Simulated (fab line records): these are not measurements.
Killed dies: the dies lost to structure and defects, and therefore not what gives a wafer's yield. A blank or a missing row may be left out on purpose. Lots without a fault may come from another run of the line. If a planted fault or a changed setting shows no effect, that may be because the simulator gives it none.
Chamber matching    flow nand harc    pecvd-01 running NHARC_A_STAIRCASE_DEP_471: 3 sister chambers
The step deposits SiO2, target thk 100 nm. 20 wafers are shown with their chamber, then 10 later ones without.

## WAFERS PAIRED WITH THEIR CHAMBERS
wafer   chamber  throttle valve pct (%)  heater power w (W)
L076.2  1        15.0                    561
L076.4  1        14.9                    575
L076.5  2        16.5                    685
L077.2  0        15.3                    639
L077.4  2        16.7                    664
L077.6  1        15.1                    586
L075.3  2        16.4                    672
L075.5  0        15.1                    630
L075.6  1        15.2                    585
L078.1  1        14.9                    581
L078.4  1        15.2                    574
L078.6  2        16.5                    689
L082.3  0        15.1                    578
L082.4  2        16.2                    666
L082.6  0        15.4                    607
L087.3  2        16.5                    673
L087.4  1        15.0                    595
L087.5  2        16.5                    537
L086.1  2        16.7                    565
L086.2  1        15.2                    472

SIGNATURES, as means of the wafers listed above
reading             chamber 0  chamber 1  chamber 2  scatter within a chamber
throttle valve pct  15.225     15.062     16.500     0.147
heater power w      613.50     566.12     643.88     46.6
Rule: distance of a wafer from a chamber = root of the sum over the readings of ((wafer's reading minus chamber's mean) / reading's scatter) squared. If the next closest chamber is less than 2 further off than the closest, the wafer can't be placed; otherwise it belongs to the closest. How the scatter is found: for the shown wafers, subtract from each reading the mean of its chamber, square and add these, divide the total by (wafers less chambers), then take the root.

## WAFERS WITH NO CHAMBER GIVEN
wafer   throttle valve pct (%)  heater power w (W)
L086.3  15.5                    578
L092.1  15.7                    587
L092.4  15.5                    608
L092.5  15.4                    536
L091.3  16.8                    628
L091.4  15.7                    604
L091.5  15.2                    581
L095.2  15.2                    607
L095.5  17.0                    651
L095.6  14.9                    606

## THE CHAMBER EACH PASSED THROUGH
wafer   from the rows above      in truth
L086.3  can't be placed: 0 or 1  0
L092.1  can't be placed: 0 or 1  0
L092.4  can't be placed: 0 or 1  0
L092.5  can't be placed: 0 or 1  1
L091.3  2                        2
L091.4  can't be placed: 0 or 1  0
L091.5  can't be placed: 0 or 1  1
L095.2  can't be placed: 0 or 1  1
L095.5  2                        2
L095.6  can't be placed: 1 or 0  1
2 of 10 placed correctly. These rows do not allow placing 8 (true chamber among the candidates in 8). 0 placed wrongly.
